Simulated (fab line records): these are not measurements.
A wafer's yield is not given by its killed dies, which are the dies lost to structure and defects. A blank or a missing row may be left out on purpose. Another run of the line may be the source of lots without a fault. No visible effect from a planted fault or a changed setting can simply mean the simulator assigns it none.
Struck lot and sound lot, side by side ; flow nand_harc ; 14 steps out of a route of 1159
Sound: the wafers L648.1, L648.2, L648.5. Struck: wafers L655.2, L655.4. The cause is named last.
Each step with rows lists, per side, the tool, then ch with its chambers, then its first start. Under that, the readings that differ: sound wafers ; struck wafers ; difference of the means ; sigmas: that difference in standard deviations of wafers without a fault.
alike: same words and numbers on both sides, and readings whose means sit less than 2 such deviations apart. not compared: any withheld reading, any reading some wafer has no value for, any bound like >300 that may hide the same value, and any number with overlapping values for which the record gives no deviation.
Wherever a step has rows on one side only, a row that says differs or no value, or a row with sigmas, the two part there. Numbers that have no deviation but don't overlap get no sigmas and don't part them. Lack of a reading on every wafer of one side parts them only where that side has two or more wafers.

first, 2 steps without rows for these wafers: NHARC_A_STAIRCASE_HARDBAKE_311 (time 140 s); NHARC_A_STAIRCASE_DESCUM_312 (chemistry O2, time 3 s).
NHARC_A_STAIRCASE_ETCH_313: etches the open film in CF4/CHF3.
  sound on rie_diel-09 ch 0,2,3, day 14 09:40; struck on rie_diel-09 ch 1,2, day 16 02:55
  alike: chf3_flow_sccm, drypump_motor_current_A, oes_product_au, rf_vpp_V, showerhead_plenum_p_Torr, throttle_valve_pct
  not compared: rf_hours_counter_h
NHARC_A_STAIRCASE_HM_OPEN_463: chemistry O2/COS.
  sound: rie_diel-09 ch 1,2; struck: rie_diel-09 ch 1,3
  alike: drypump_motor_current_A, oes_product_au, rf_vpp_V, showerhead_plenum_p_Torr, throttle_valve_pct
  not compared: rf_hours_counter_h
then, 1 step without rows for these wafers: NHARC_A_STAIRCASE_STRIP_464 (strips in O2/COS).
NHARC_A_STAIRCASE_ETCH_453: etches the open film in CF4/O2, target depth 30 nm, overetch 3 nm, time 16.5 s.
  sound: rie_diel-09 ch 0,2,3; struck: rie_diel-09 ch 1,3
  alike: drypump_motor_current_A, oes_ar_750_au, oes_product_au, rf_vpp_V, showerhead_plenum_p_Torr, throttle_valve_pct
  not compared: rf_hours_counter_h
then, 1 step without rows for these wafers: NHARC_A_STAIRCASE_ETCH_315 (etches the open film in C4F8/O2/Ar, target depth 2500 nm, time 607.1 s).
NHARC_A_STAIRCASE_STRIP_316: strips in O2.
  sound: rie_diel-09 ch 0,1,2; struck: rie_diel-09 ch 1,3
  alike: drypump_motor_current_A, oes_product_au, rf_vpp_V, showerhead_plenum_p_Torr, throttle_valve_pct
  not compared: rf_hours_counter_h
then, 3 steps without rows for these wafers: NHARC_A_STAIRCASE_STRIP_317 (strips in SPM, time 900 s); NHARC_A_STAIRCASE_PRECLEAN_318 (cleans in SC1); NHARC_A_STAIRCASE_SRD_329.
NHARC_A_STAIRCASE_ALD_415: deposits SiO2, target thk 30 nm, pulse time 6 s, ald cycles 300.
  sound on ald_hk-01 ch 0,2,3, day 14 13:26; struck on ald_hk-01 ch 1,3, day 16 05:58
reading;sound;struck;difference;sigmas
ald_cycles;300 300 300;360 360;+60;
  alike: heater_power_w, precursor_pulse_height_rel
NHARC_A_STAIRCASE_ETCHBACK_416: etches the open film in C4F8/O2/Ar, target depth 36 nm, time 7.2 s.
  sound: rie_diel-01 ch 1,2,3; struck: rie_diel-09 ch 1,2
reading;sound;struck;difference;sigmas
oes_product_au (a.u.);0.98 0.99 1.00;0.92 0.91;-0.07;-2
  alike: rf_vpp_V
  not compared: rf_hours_counter_h
then, 1 step without rows for these wafers: NHARC_END_SORT_01.

== WHERE THEY PART ==
NHARC_A_STAIRCASE_ETCHBACK_416 only, going by this record.

WHY: whatever the simulator had introduced
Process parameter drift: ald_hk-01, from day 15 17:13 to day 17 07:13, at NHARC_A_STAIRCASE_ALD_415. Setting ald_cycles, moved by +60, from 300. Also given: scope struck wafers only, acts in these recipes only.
